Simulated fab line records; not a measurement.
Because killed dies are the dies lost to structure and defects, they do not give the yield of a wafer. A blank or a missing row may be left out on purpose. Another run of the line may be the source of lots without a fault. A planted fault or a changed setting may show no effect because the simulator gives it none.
What tool caused it? ; flow nand harc ; 24 lots, 72 wafers sampled, at 1 step of a route of 1302

WHAT THE GAUGES SHOWED, per wafer
NHARC_P_START_INSPECT_01. Usual: 3.8 for raw defect count, sd 1.9.
lot;measured;on;raw defect count;flag
L074;day 1 20:02;defect inspect-01;10 0 1;
L075;day 2 06:02;defect inspect-02;6 3 6;
L076;day 2 16:02;defect inspect-01;4 3 5;
L077;day 3 02:02;defect inspect-01;1 5 2;
L078;day 3 12:02;defect inspect-02;0 4 2;
L079;day 3 22:02;defect inspect-02;3 1 2;
L080;day 4 08:02;defect inspect-02;2 2 3;
L081;day 4 18:02;defect inspect-02;5 1 7;
L082;day 5 04:02;defect inspect-02;3 3 1;
L083;day 5 14:02;defect inspect-02;4 4 6;
L084;day 6 00:02;defect inspect-02;4 4 6;
L085;day 6 10:02;defect inspect-02;6 3 3;
L086;day 6 20:02;defect inspect-02;2 6 6;
L087;day 7 06:02;defect inspect-01;4 2 2;
L088;day 7 16:02;defect inspect-02;6 2 0;
L089;day 8 02:02;defect inspect-01;3 4 5;
L090;day 8 12:03;defect inspect-01;5 5 2;
L091;day 8 22:02;defect inspect-01;6 4 6;
L092;day 9 08:02;defect inspect-01;2 3 4;
L093;day 9 18:03;defect inspect-01;6 2 6;
L094;day 10 04:02;defect inspect-01;3 4 8;
L095;day 10 14:03;defect inspect-01;6 5 2;
L096;day 11 00:02;defect inspect-01;0 0 4;
L097;day 11 10:02;defect inspect-02;4 4 4;

WHAT TOOL EACH LOT RAN ON (gives the tool, then ch and the chambers of the sampled wafers, and finally the start)
No process step before these readings appears in the record.

WHAT THE TOOLS THEMSELVES READ (means of the sampled wafers that have a number; where no wafer has one, the mark that the record gives instead)
The record holds no such reading with a usual standard deviation.

THE ANSWER, worked out from the rows above alone
Rule: take the mean of a lot's wafers that have a number; if it is more than 3 standard deviations from the usual mean, the lot is off. Also off: a lot with no number at a reading for which 4 or more lots have one. The other lots that the step has rows for count as sound. After the gauges, taken in route order, come the tools' own readings; for these a lot's mean is taken, as printed above. The first step at which some lot is off is used, and at that step the reading that is off furthest; a lot without a number counts as furthest.
Across all readings shown, no lot is off: no conclusion can be drawn from this.

WHAT THE SIMULATOR HAD PUT IN
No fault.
